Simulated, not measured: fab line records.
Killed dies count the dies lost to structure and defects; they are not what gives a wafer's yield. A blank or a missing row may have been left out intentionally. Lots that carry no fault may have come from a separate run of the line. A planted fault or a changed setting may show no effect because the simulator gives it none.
The tool behind it: which one?    flow n5-finfet    24 lots, 72 wafers sampled, at 6 steps of a route of 1938

== WHAT THE GAUGES SHOWED, per wafer ==
N5_BEOL_M12_INSPECT_55: inspects for defects (darkfield). Usual: 71 for raw-defect-count, sd 27.
lot   measured      on                 raw-defect-count  flag
L074  day 10 14:55  defect-inspect-01  41 73 52          
L076  day 10 20:02  defect-inspect-01  60 56 43          
L075  day 10 23:29  defect-inspect-02  128 110 57        
L077  day 11 03:10  defect-inspect-01  80 67 63          
L078  day 11 22:55  defect-inspect-02  77 81 39          
L079  day 12 09:28  defect-inspect-02  89 91 124         
L080  day 12 12:17  defect-inspect-02  103 56 65         
L081  day 12 16:01  defect-inspect-02  59 31 31          
L084  day 13 05:01  defect-inspect-02  58 76 72          
L082  day 13 08:52  defect-inspect-01  59 85 72          
L083  day 13 09:31  defect-inspect-01  65 57 63          
L085  day 13 20:49  defect-inspect-01  40 61 79          
L087  day 14 03:18  defect-inspect-02  62 53 71          
L089  day 14 12:21  defect-inspect-02  59 35 73          
L086  day 14 16:00  defect-inspect-01  68 26 38          
L088  day 15 03:17  defect-inspect-01  57 65 49          
L090  day 15 06:30  defect-inspect-01  166 108 110       
L092  day 15 10:11  defect-inspect-02  41 40 47          
L091  day 15 11:53  defect-inspect-02  70 62 74          
L093  day 16 10:29  defect-inspect-02  111 94 108        
L094  day 16 13:37  defect-inspect-02  55 36 22          
L097  day 16 15:25  defect-inspect-01  122 136 79        
L095  day 16 19:08  defect-inspect-01  59 63 36          
L096  day 16 21:57  defect-inspect-01  98 83 67          

N5_BEOL_M13_CD_MEAS_10 targets a cd of 190 nm. Usual: 189.9 nm for cd-nm, sd 1.2.
lot   measured      on         cd-nm (nm)         flag
L074  day 10 15:28  cd-sem-01  190.1 191.0 188.9  
L076  day 10 20:32  cd-sem-01  190.1 190.0 190.7  
L075  day 10 23:58  cd-sem-01  191.0 190.7 189.2  
L077  day 11 03:48  cd-sem-03  189.3 189.5 189.7  
L078  day 11 23:32  cd-sem-03  191.9 190.3 191.4  
L079  day 12 10:05  cd-sem-01  190.6 190.7 190.2  
L080  day 12 12:46  cd-sem-01  190.2 189.5 189.4  
L081  day 12 16:31  cd-sem-02  191.9 189.1 190.2  
L084  day 13 05:37  cd-sem-03  189.5 188.1 188.0  
L082  day 13 09:22  cd-sem-01  189.0 188.3 190.5  
L083  day 13 10:00  cd-sem-01  189.5 189.1 188.9  
L085  day 13 21:18  cd-sem-03  190.1 190.6 188.2  
L087  day 14 03:47  cd-sem-02  190.5 192.1 192.6  
L089  day 14 12:50  cd-sem-01  191.6 190.9 189.4  
L086  day 14 16:33  cd-sem-03  192.7 191.8 193.0  
L088  day 15 03:47  cd-sem-03  188.4 188.9 189.0  
L090  day 15 07:03  cd-sem-03  189.2 190.6 191.6  
L092  day 15 10:40  cd-sem-02  189.7 190.0 189.2  
L091  day 15 12:30  cd-sem-01  189.8 188.9 189.6  
L093  day 16 11:07  cd-sem-01  188.5 190.2 189.3  
L094  day 16 14:14  cd-sem-03  189.8 190.6 188.8  
L097  day 16 16:02  cd-sem-01  189.5 189.0 190.0  
L095  day 16 19:44  cd-sem-03  189.3 189.6 190.1  
L096  day 16 22:26  cd-sem-03  191.4 192.4 191.4  

N5_BEOL_M13_OVL_MEAS_29. Usual: M13_OVL typically reads -7 nm, with standard deviation 5.5.
lot   measured      on          M13_OVL (nm)  flag
L074  day 10 16:34  overlay-01  -8 -8 -5      
L076  day 10 21:38  overlay-02  -11 -14 -8    
L075  day 11 00:56  overlay-01  2 -8 -7       
L077  day 11 04:55  overlay-02  2 -2 1        
L078  day 12 00:30  overlay-01  -4 -10 -8     
L079  day 12 11:26  overlay-02  -16 -10 -12   
L080  day 12 13:53  overlay-01  1 0 5         
L081  day 12 17:37  overlay-01  -15 -16 -12   
L084  day 13 06:45  overlay-02  -3 2 -3       
L082  day 13 10:21  overlay-01  -9 3 -6       
L083  day 13 10:58  overlay-02  -4 -8 -3      
L085  day 13 22:16  overlay-02  -7 -4 -4      
L087  day 14 04:59  overlay-01  -17 0 -11     
L089  day 14 13:56  overlay-02  -6 -2 -9      
L086  day 14 17:40  overlay-02  -23 -14 -12   
L088  day 15 04:46  overlay-02  -6 -5 1       
L090  day 15 08:24  overlay-01  -7 -10 -2     
L092  day 15 11:39  overlay-02  0 -2 2        
L091  day 15 13:36  overlay-02  -7 -6 -4      
L093  day 16 12:05  overlay-02  -6 -4 -8      
L094  day 16 15:20  overlay-01  -10 -3 -13    
L097  day 16 17:08  overlay-01  -8 -15 -16    
L095  day 16 20:51  overlay-01  -7 -4 -2      
L096  day 16 23:32  overlay-01  -12 -9 -8     

== TOOL THAT RAN EACH LOT (tool first, then ch and the chambers of the sampled wafers, then the start) ==
lot   N5_BEOL_M12_ANNEAL_48             N5_BEOL_M12_DEP_53               N5_BEOL_M13_VIA_ETCH_16
L074  rtp-anneal-02 ch 0, day 10 14:10  pecvd-04 ch 0,1,2, day 10 14:49  rie-diel-01 ch 1,2, day 10 15:38
L076  rtp-anneal-01 ch 0, day 10 19:17  pecvd-01 ch 0,1, day 10 19:58    rie-diel-02 ch 1,3, day 10 20:43
L075  rtp-anneal-02 ch 0, day 10 22:44  pecvd-03 ch 0,1,2, day 10 23:23  rie-diel-06 ch 1,2,3, day 11 00:08
L077  rtp-anneal-01 ch 0, day 11 02:28  pecvd-03 ch 0,1,2, day 11 03:05  rie-diel-01 ch 0,3, day 11 03:58
L078  rtp-anneal-01 ch 0, day 11 22:12  pecvd-01 ch 1,2, day 11 22:49    rie-diel-02 ch 0,3, day 11 23:42
L079  rtp-anneal-02 ch 0, day 12 08:44  pecvd-03 ch 0,1,2, day 12 09:23  rie-diel-02 ch 0,3, day 12 10:30
L080  rtp-anneal-01 ch 0, day 12 11:40  pecvd-04 ch 0,1,2, day 12 12:12  rie-diel-01 ch 0,3, day 12 12:56
L081  rtp-anneal-01 ch 0, day 12 15:22  pecvd-04 ch 1,2, day 12 15:56    rie-diel-02 ch 0,2,3, day 12 16:41
L084  rtp-anneal-02 ch 0, day 13 04:16  pecvd-03 ch 0,1,2, day 13 04:55  rie-diel-02 ch 0,1,3, day 13 05:48
L082  rtp-anneal-02 ch 0, day 13 08:04  pecvd-03 ch 0,2, day 13 08:47    rie-diel-06 ch 0,2, day 13 09:32
L083  rtp-anneal-02 ch 0, day 13 08:49  pecvd-04 ch 0,2, day 13 09:25    rie-diel-02 ch 0,2,3, day 13 10:10
L085  rtp-anneal-01 ch 0, day 13 20:04  pecvd-04 ch 0,1, day 13 20:43    rie-diel-02 ch 0,1,3, day 13 21:28
L087  rtp-anneal-01 ch 0, day 14 02:34  pecvd-04 ch 0,2, day 14 03:13    rie-diel-06 ch 0,3, day 14 04:04
L089  rtp-anneal-01 ch 0, day 14 11:37  pecvd-03 ch 0,2, day 14 12:16    rie-diel-06 ch 0,1,2, day 14 13:01
L086  rtp-anneal-01 ch 0, day 14 15:16  pecvd-01 ch 0,1,2, day 14 15:55  rie-diel-02 ch 1,2,3, day 14 16:44
L088  rtp-anneal-02 ch 0, day 15 02:33  pecvd-04 ch 0,2, day 15 03:12    rie-diel-01 ch 0,3, day 15 03:58
L090  rtp-anneal-02 ch 0, day 15 05:50  pecvd-01 ch 0,2, day 15 06:25    rie-diel-06 ch 0,2, day 15 07:22
L092  rtp-anneal-01 ch 0, day 15 09:28  pecvd-03 ch 0,2, day 15 10:05    rie-diel-02 ch 0,1,2, day 15 10:51
L091  rtp-anneal-01 ch 0, day 15 11:07  pecvd-04 ch 0,2, day 15 11:47    rie-diel-01 ch 0,1,2, day 15 12:40
L093  rtp-anneal-01 ch 0, day 16 09:44  pecvd-03 ch 1,2, day 16 10:24    rie-diel-06 ch 0,2,3, day 16 11:17
L094  rtp-anneal-01 ch 0, day 16 12:53  pecvd-01 ch 0,1,2, day 16 13:32  rie-diel-01 ch 0,1,3, day 16 14:25
L097  rtp-anneal-01 ch 0, day 16 14:40  pecvd-03 ch 0,1,2, day 16 15:20  rie-diel-01 ch 1,2,3, day 16 16:13
L095  rtp-anneal-01 ch 0, day 16 18:28  pecvd-03 ch 0,2, day 16 19:02    rie-diel-01 ch 2,3, day 16 19:55
L096  rtp-anneal-02 ch 0, day 16 21:13  pecvd-03 ch 0,1,2, day 16 21:52  rie-diel-06 ch 0,1, day 16 22:37
- N5_BEOL_M12_ANNEAL_48: time 90 s.
- N5_BEOL_M12_DEP_53: deposits SiCN from 3MS/NH3, target thk 30 nm, time 10.5 s.
- N5_BEOL_M13_VIA_ETCH_16: etches SiOC in C4F8/O2/Ar, target depth 921.7 nm.

== WHAT THE TOOLS THEMSELVES READ (means of the sampled wafers that have a number; where no wafer has one, the mark that the record gives instead) ==
N5_BEOL_M12_ANNEAL_48. Usual: 225.88 for wafer_temp_C_max, sd 0.22.
lot   tool           wafer_temp_C_max  flag
L074  rtp-anneal-02  225.88            
L076  rtp-anneal-01  225.69            
L075  rtp-anneal-02  225.88            
L077  rtp-anneal-01  226.10            
L078  rtp-anneal-01  225.99            
L079  rtp-anneal-02  226.01            
L080  rtp-anneal-01  225.61            
L081  rtp-anneal-01  225.86            
L084  rtp-anneal-02  226.22            
L082  rtp-anneal-02  225.62            
L083  rtp-anneal-02  225.94            
L085  rtp-anneal-01  225.80            
L087  rtp-anneal-01  225.75            
L089  rtp-anneal-01  225.52            
L086  rtp-anneal-01  225.66            
L088  rtp-anneal-02  226.03            
L090  rtp-anneal-02  226.11            
L092  rtp-anneal-01  225.71            
L091  rtp-anneal-01  225.78            
L093  rtp-anneal-01  225.93            
L094  rtp-anneal-01  225.71            
L097  rtp-anneal-01  225.82            
L095  rtp-anneal-01  225.72            
L096  rtp-anneal-02  226.11            

N5_BEOL_M12_DEP_53. Usual: showerhead-plenum-p-Torr 4.157 Torr, standard deviation 0.03; throttle-valve-pct 17.6 %, standard deviation 0.89.
lot   tool      showerhead-plenum-p-Torr (Torr)  throttle-valve-pct (%)  flag
L074  pecvd-04  4.144                            17.3                    
L076  pecvd-01  4.157                            18.6                    
L075  pecvd-03  4.165                            17.4                    
L077  pecvd-03  4.162                            17.4                    
L078  pecvd-01  4.161                            18.0                    
L079  pecvd-03  4.163                            17.4                    
L080  pecvd-04  4.146                            17.4                    
L081  pecvd-04  4.120                            17.7                    
L084  pecvd-03  4.162                            17.5                    
L082  pecvd-03  4.164                            16.7                    
L083  pecvd-04  4.151                            17.4                    
L085  pecvd-04  4.170                            17.2                    
L087  pecvd-04  4.116                            17.5                    
L089  pecvd-03  4.177                            17.1                    
L086  pecvd-01  4.160                            18.4                    
L088  pecvd-04  4.119                            17.5                    
L090  pecvd-01  4.160                            18.1                    
L092  pecvd-03  4.169                            16.8                    
L091  pecvd-04  4.146                            17.4                    
L093  pecvd-03  4.146                            17.9                    
L094  pecvd-01  4.165                            18.2                    
L097  pecvd-03  4.164                            17.5                    
L095  pecvd-03  4.174                            17.4                    
L096  pecvd-03  4.162                            17.7                    

N5_BEOL_M13_VIA_ETCH_16. Usual: C4F8_flow_sccm 15.00 sccm, standard deviation 0.039; bias-w 699.7 W, standard deviation 2; drypump-motor-current-A 5.51 A, standard deviation 0.26; oes-product-au 0.73 a.u., standard deviation 0.078; rf-vpp-V 665.2 V, standard deviation 2.7; showerhead-plenum-p-Torr 3.41 Torr, standard deviation 0.1; throttle-valve-pct 24.12 %, standard deviation 0.28.
lot   tool         C4F8_flow_sccm (sccm)  bias-w (W)  drypump-motor-current-A (A)  oes-product-au (a.u.)  rf-vpp-V (V)  showerhead-plenum-p-Torr (Torr)  throttle-valve-pct (%)  flag
L074  rie-diel-01  14.98                  702.3       5.68                         0.69                   668.0         3.51                             24.44                   
L076  rie-diel-02  15.03                  700.2       5.55                         0.71                   662.9         3.29                             24.13                   
L075  rie-diel-06  15.00                  699.7       5.55                         0.67                   668.2         3.49                             24.04                   
L077  rie-diel-01  15.01                  701.4       5.33                         0.70                   663.4         3.33                             24.32                   
L078  rie-diel-02  15.03                  700.8       5.27                         0.72                   662.9         3.33                             24.08                   
L079  rie-diel-02  15.01                  698.1       5.28                         0.72                   663.0         3.33                             24.10                   
L080  rie-diel-01  15.00                  700.2       5.25                         0.72                   664.7         3.40                             24.44                   
L081  rie-diel-02  15.02                  700.4       5.44                         0.74                   664.8         3.38                             23.91                   
L084  rie-diel-02  14.99                  699.2       5.37                         0.73                   663.7         3.34                             24.08                   
L082  rie-diel-06  14.96                  700.4       5.67                         0.79                   665.2         3.43                             24.12                   
L083  rie-diel-02  14.97                  700.0       5.44                         0.73                   664.5         3.38                             23.92                   
L085  rie-diel-02  15.03                  698.2       5.38                         0.73                   663.1         3.34                             24.09                   
L087  rie-diel-06  14.96                  698.7       5.83                         0.81                   664.2         3.46                             24.14                   
L089  rie-diel-06  14.97                  700.2       5.54                         0.69                   665.7         3.41                             24.14                   
L086  rie-diel-02  15.01                  697.9       5.61                         0.69                   663.2         3.32                             24.02                   
L088  rie-diel-01  15.00                  700.0       5.24                         0.70                   663.7         3.39                             24.46                   
L090  rie-diel-06  14.99                  696.3       5.54                         0.69                   666.5         3.45                             24.05                   
L092  rie-diel-02  14.98                  698.9       5.54                         0.73                   664.9         3.39                             23.92                   
L091  rie-diel-01  14.99                  699.7       5.56                         0.77                   665.1         3.41                             24.17                   
L093  rie-diel-06  14.98                  698.5       5.70                         0.72                   667.1         3.49                             24.08                   
L094  rie-diel-01  15.05                  699.8       5.37                         0.72                   665.6         3.39                             24.20                   
L097  rie-diel-01  15.01                  699.8       5.48                         0.77                   667.2         3.47                             24.29                   
L095  rie-diel-01  15.03                  701.1       5.56                         0.77                   666.5         3.48                             24.55                   
L096  rie-diel-06  14.97                  701.0       5.49                         0.85                   663.4         3.35                             24.03                   

== THE ANSWER, worked out from the rows above alone ==
Rule: lot off if the mean of its wafers having a number is beyond 3 standard deviations from the usual mean. A lot without any number at a reading at which 4 lots or more have one is off too. The other lots that the step has rows for count as sound. The gauges are gone through in route order, then the tools' own readings, and for those a lot's mean is taken as printed above. At the first step where some lot is off, the reading lying furthest off is the one used; lots without a number count as furthest.
No lot is off at any reading shown: from this, nothing can be told.

== WHAT THE SIMULATOR PUT IN ==
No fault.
